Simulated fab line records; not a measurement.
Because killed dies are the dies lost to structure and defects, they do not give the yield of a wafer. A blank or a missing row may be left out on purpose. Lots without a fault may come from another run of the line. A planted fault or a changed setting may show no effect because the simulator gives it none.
Struck lot and sound lot, side by side / flow n5-finfet / 15 steps out of a route of 1938
Sound: wafers L899.1, L899.2, L899.5. Struck: wafer L909.4. (L909.5 of the same lot was not struck and is left out.) The cause comes at the end.
At each step with rows: each side's tool, then ch and its chambers, then its first start. Under that, the readings that differ: sound wafers / struck wafers / difference of the means / sigmas: that difference in standard deviations of wafers without a fault.
alike: readings with means less than 2 such deviations apart, plus words and numbers identical on both sides. not compared: withheld readings, readings lacking a value on some wafer, bounds such as >300 that could conceal the same value, and numbers that have no deviation in the record and whose values overlap.
The two part at a step that has a row with sigmas, a row that says differs or no value, or rows on one side only. Non-overlapping numbers with no deviation appear without sigmas and do not part them. A reading missing from all wafers of one side parts the sides only when that side holds two or more wafers.

first, 8 steps without rows for these wafers: N5_BEOL_M14_COAT_58 (time 60 s, resist thk 89 nm); N5_BEOL_M14_COAT_04 (resist thk 800 nm); N5_BEOL_M14_EBR_06; N5_BEOL_M14_SOFTBAKE_05 (time 60 s); N5_BEOL_M14_EXPOSE_07 (exposes mask V13); N5_BEOL_M14_PEB_08 (peb time 90 s); N5_BEOL_M14_DEVELOP_09 (develop time 45 s); N5_BEOL_M14_HARDBAKE_14 (time 120 s).
N5_BEOL_M14_CD_MEAS_10: the cd target is 250 nm.
  sound on cd-sem-02 ch 0, day 11 22:11; struck on cd-sem-03 ch 0, day 13 22:34
  alike: cd-nm
N5_BEOL_M14_OVL_MEAS_11:
  sound on overlay-01 ch 0, day 11 22:13; struck on overlay-02 ch 0, day 13 22:35
reading=V13_OVL (nm); sound=-10 -19 -8; struck=7; difference=+19; sigmas=+3
N5_BEOL_M14_INSPECT_12: inspects for defects (macro).
  sound: defect-inspect-02 at day 11 22:14; struck: defect-inspect-01 at day 13 22:37
  alike: raw-defect-count
N5_BEOL_M14_DESCUM_15: chemistry O2, time 7.9 s.
  sound on rie-diel-04 ch 0,2,3, day 11 22:16; struck on rie-diel-02 ch 2, day 13 22:40
  alike: drypump-motor-current-A, oes-product-au, rf-vpp-V, showerhead-plenum-p-Torr, throttle-valve-pct
  not compared: rf-hours-counter-h
N5_BEOL_M14_ETCH_59: etches BARC in N2/H2, target depth 89 nm, overetch 26.7 nm, time 67.9 s.
  sound on rie-diel-04 ch 0,2,3, day 11 22:19; struck on rie-diel-02 ch 2, day 13 22:42
reading=run-length-s (s); sound=90.4 91.5 91.0; struck=95.2; difference=+4.2; sigmas=+9
  alike: bias-w, drypump-motor-current-A, oes-product-au, rf-vpp-V, showerhead-plenum-p-Torr, throttle-valve-pct
  not compared: rf-hours-counter-h
N5_BEOL_M14_VIA_ETCH_16: etches SiO2 in C4F8/O2/Ar, target depth 1231.3 nm.
  sound on rie-diel-04 ch 0,2,3, day 11 22:22; struck on rie-diel-02 ch 2, day 13 22:45
  alike: bias-w, drypump-motor-current-A, he-outer-torr, oes_o_777_au, oes-product-au, rf-vpp-V, showerhead-plenum-p-Torr, throttle-valve-pct
N5_PASSIVATION_PROBE_49:
  sound: prober-02 at day 12 23:49; struck: prober-02 at day 15 04:04
  alike: defect-limited-yield, killed_at_M0_to_M3, killed_at_M4_up, killed-at-contacts, killed-at-front-end, killed-at-other, killed-dies, killed-open, killed-short, sort_bin_5_function, sort_bin_6_memory, sort-n-pass, sort-yield-pct

## WHERE THEY PART
At N5_BEOL_M14_OVL_MEAS_11 first; at N5_BEOL_M14_ETCH_59 last (within this record only). Later steps at which nothing parts them and some readings are alike: N5_BEOL_M14_VIA_ETCH_16, N5_PASSIVATION_PROBE_49.

WHY: whatever the simulator had introduced
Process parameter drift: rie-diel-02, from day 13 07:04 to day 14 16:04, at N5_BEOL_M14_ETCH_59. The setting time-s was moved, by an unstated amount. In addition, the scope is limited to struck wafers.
